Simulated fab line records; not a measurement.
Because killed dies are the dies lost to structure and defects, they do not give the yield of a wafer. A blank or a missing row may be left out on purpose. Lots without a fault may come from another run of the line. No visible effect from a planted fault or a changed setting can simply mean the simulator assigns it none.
Matching of chambers || flow n5-finfet || N5_GATE_CUT_ETCH_58 on rie-diel-05: 4 sister chambers
The step etches SiNx in CH3F/O2, target depth 17 nm, time 128.6 s. 22 wafers are shown with their chamber, then 11 later ones without.

## EACH WAFER AND ITS CHAMBER
{"wafer": "L075.1", "chamber": 2, "drypump-motor-current-A (A)": 5.3, "showerhead-plenum-p-Torr (Torr)": 2.01, "throttle-valve-pct (%)": 16.22}
{"wafer": "L075.5", "chamber": 1, "drypump-motor-current-A (A)": 5.6, "showerhead-plenum-p-Torr (Torr)": 1.99, "throttle-valve-pct (%)": 16.34}
{"wafer": "L075.6", "chamber": 0, "drypump-motor-current-A (A)": 5.8, "showerhead-plenum-p-Torr (Torr)": 2.08, "throttle-valve-pct (%)": 16.40}
{"wafer": "L076.1", "chamber": 2, "drypump-motor-current-A (A)": 5.3, "showerhead-plenum-p-Torr (Torr)": 2.01, "throttle-valve-pct (%)": 16.22}
{"wafer": "L076.3", "chamber": 3, "drypump-motor-current-A (A)": 5.8, "showerhead-plenum-p-Torr (Torr)": 1.99, "throttle-valve-pct (%)": 16.30}
{"wafer": "L076.5", "chamber": 0, "drypump-motor-current-A (A)": 5.8, "showerhead-plenum-p-Torr (Torr)": 2.08, "throttle-valve-pct (%)": 16.42}
{"wafer": "L078.3", "chamber": 0, "drypump-motor-current-A (A)": 5.8, "showerhead-plenum-p-Torr (Torr)": 2.07, "throttle-valve-pct (%)": 16.41}
{"wafer": "L078.5", "chamber": 3, "drypump-motor-current-A (A)": 5.8, "showerhead-plenum-p-Torr (Torr)": 1.99, "throttle-valve-pct (%)": 16.32}
{"wafer": "L078.6", "chamber": 2, "drypump-motor-current-A (A)": 5.2, "showerhead-plenum-p-Torr (Torr)": 2.00, "throttle-valve-pct (%)": 16.22}
{"wafer": "L081.1", "chamber": 0, "drypump-motor-current-A (A)": 5.8, "showerhead-plenum-p-Torr (Torr)": 2.07, "throttle-valve-pct (%)": 16.43}
{"wafer": "L081.4", "chamber": 1, "drypump-motor-current-A (A)": 5.6, "showerhead-plenum-p-Torr (Torr)": 1.98, "throttle-valve-pct (%)": 16.36}
{"wafer": "L081.6", "chamber": 3, "drypump-motor-current-A (A)": 5.8, "showerhead-plenum-p-Torr (Torr)": 1.99, "throttle-valve-pct (%)": 16.34}
{"wafer": "L083.2", "chamber": 0, "drypump-motor-current-A (A)": 5.8, "showerhead-plenum-p-Torr (Torr)": 2.07, "throttle-valve-pct (%)": 16.43}
{"wafer": "L083.5", "chamber": 2, "drypump-motor-current-A (A)": 5.2, "showerhead-plenum-p-Torr (Torr)": 2.00, "throttle-valve-pct (%)": 16.25}
{"wafer": "L083.6", "chamber": 1, "drypump-motor-current-A (A)": 5.6, "showerhead-plenum-p-Torr (Torr)": 1.98, "throttle-valve-pct (%)": 16.38}
{"wafer": "L086.1", "chamber": 0, "drypump-motor-current-A (A)": 5.8, "showerhead-plenum-p-Torr (Torr)": 2.07, "throttle-valve-pct (%)": 16.43}
{"wafer": "L086.5", "chamber": 2, "drypump-motor-current-A (A)": 5.3, "showerhead-plenum-p-Torr (Torr)": 2.00, "throttle-valve-pct (%)": 16.26}
{"wafer": "L086.6", "chamber": 3, "drypump-motor-current-A (A)": 5.8, "showerhead-plenum-p-Torr (Torr)": 1.98, "throttle-valve-pct (%)": 16.37}
{"wafer": "L087.2", "chamber": 0, "drypump-motor-current-A (A)": 5.8, "showerhead-plenum-p-Torr (Torr)": 2.07, "throttle-valve-pct (%)": 16.46}
{"wafer": "L087.3", "chamber": 2, "drypump-motor-current-A (A)": 5.2, "showerhead-plenum-p-Torr (Torr)": 2.00, "throttle-valve-pct (%)": 16.27}
{"wafer": "L087.5", "chamber": 2, "drypump-motor-current-A (A)": 5.3, "showerhead-plenum-p-Torr (Torr)": 2.00, "throttle-valve-pct (%)": 16.26}
{"wafer": "L090.1", "chamber": 0, "drypump-motor-current-A (A)": 5.8, "showerhead-plenum-p-Torr (Torr)": 2.07, "throttle-valve-pct (%)": 16.45}

SIGNATURES, as means of the wafers listed above
{"reading": "drypump-motor-current-A", "chamber 0": 5.800, "chamber 1": 5.600, "chamber 2": 5.257, "chamber 3": 5.800, "scatter within a chamber": 0.0309}
{"reading": "showerhead-plenum-p-Torr", "chamber 0": 2.0725, "chamber 1": 1.9833, "chamber 2": 2.0029, "chamber 3": 1.9875, "scatter within a chamber": 0.00491}
{"reading": "throttle-valve-pct", "chamber 0": 16.4288, "chamber 1": 16.3600, "chamber 2": 16.2429, "chamber 3": 16.3325, "scatter within a chamber": 0.0225}
Rule: for each reading, subtract the chamber's mean from the wafer's reading, divide by that reading's scatter and square the result; add these up over the readings and take the root, which gives the wafer's distance from the chamber. If the next closest chamber is less than 2 further off than the closest, the wafer can't be placed; otherwise it belongs to the closest. The scatter is the square root of a quotient: the sum, over the shown wafers, of each reading's squared deviation from its chamber's mean, divided by wafers minus chambers.

## WAFERS MISSING THEIR CHAMBER
{"wafer": "L090.3", "drypump-motor-current-A (A)": 5.3, "showerhead-plenum-p-Torr (Torr)": 2.00, "throttle-valve-pct (%)": 16.27}
{"wafer": "L090.4", "drypump-motor-current-A (A)": 5.8, "showerhead-plenum-p-Torr (Torr)": 1.98, "throttle-valve-pct (%)": 16.36}
{"wafer": "L092.1", "drypump-motor-current-A (A)": 5.2, "showerhead-plenum-p-Torr (Torr)": 2.00, "throttle-valve-pct (%)": 16.26}
{"wafer": "L092.2", "drypump-motor-current-A (A)": 5.5, "showerhead-plenum-p-Torr (Torr)": 1.98, "throttle-valve-pct (%)": 16.39}
{"wafer": "L092.3", "drypump-motor-current-A (A)": 5.9, "showerhead-plenum-p-Torr (Torr)": 1.98, "throttle-valve-pct (%)": 16.36}
{"wafer": "L094.2", "drypump-motor-current-A (A)": 5.8, "showerhead-plenum-p-Torr (Torr)": 2.06, "throttle-valve-pct (%)": 16.47}
{"wafer": "L094.4", "drypump-motor-current-A (A)": 5.5, "showerhead-plenum-p-Torr (Torr)": 1.98, "throttle-valve-pct (%)": 16.41}
{"wafer": "L094.5", "drypump-motor-current-A (A)": 5.3, "showerhead-plenum-p-Torr (Torr)": 2.00, "throttle-valve-pct (%)": 16.27}
{"wafer": "L097.1", "drypump-motor-current-A (A)": 5.8, "showerhead-plenum-p-Torr (Torr)": 2.06, "throttle-valve-pct (%)": 16.47}
{"wafer": "L097.5", "drypump-motor-current-A (A)": 5.6, "showerhead-plenum-p-Torr (Torr)": 1.97, "throttle-valve-pct (%)": 16.44}
{"wafer": "L097.6", "drypump-motor-current-A (A)": 5.3, "showerhead-plenum-p-Torr (Torr)": 1.99, "throttle-valve-pct (%)": 16.28}

## CHAMBER TAKEN BY EACH
{"wafer": "L090.3", "from the rows above": 2, "in truth": 2}
{"wafer": "L090.4", "from the rows above": 3, "in truth": 3}
{"wafer": "L092.1", "from the rows above": 2, "in truth": 2}
{"wafer": "L092.2", "from the rows above": 1, "in truth": 1}
{"wafer": "L092.3", "from the rows above": 3, "in truth": 3}
{"wafer": "L094.2", "from the rows above": 0, "in truth": 0}
{"wafer": "L094.4", "from the rows above": 1, "in truth": 1}
{"wafer": "L094.5", "from the rows above": 2, "in truth": 2}
{"wafer": "L097.1", "from the rows above": 0, "in truth": 0}
{"wafer": "L097.5", "from the rows above": 1, "in truth": 1}
{"wafer": "L097.6", "from the rows above": 2, "in truth": 2}
11 of 11 placed correctly. Not placeable from these rows: 0. Wrongly placed: 0.
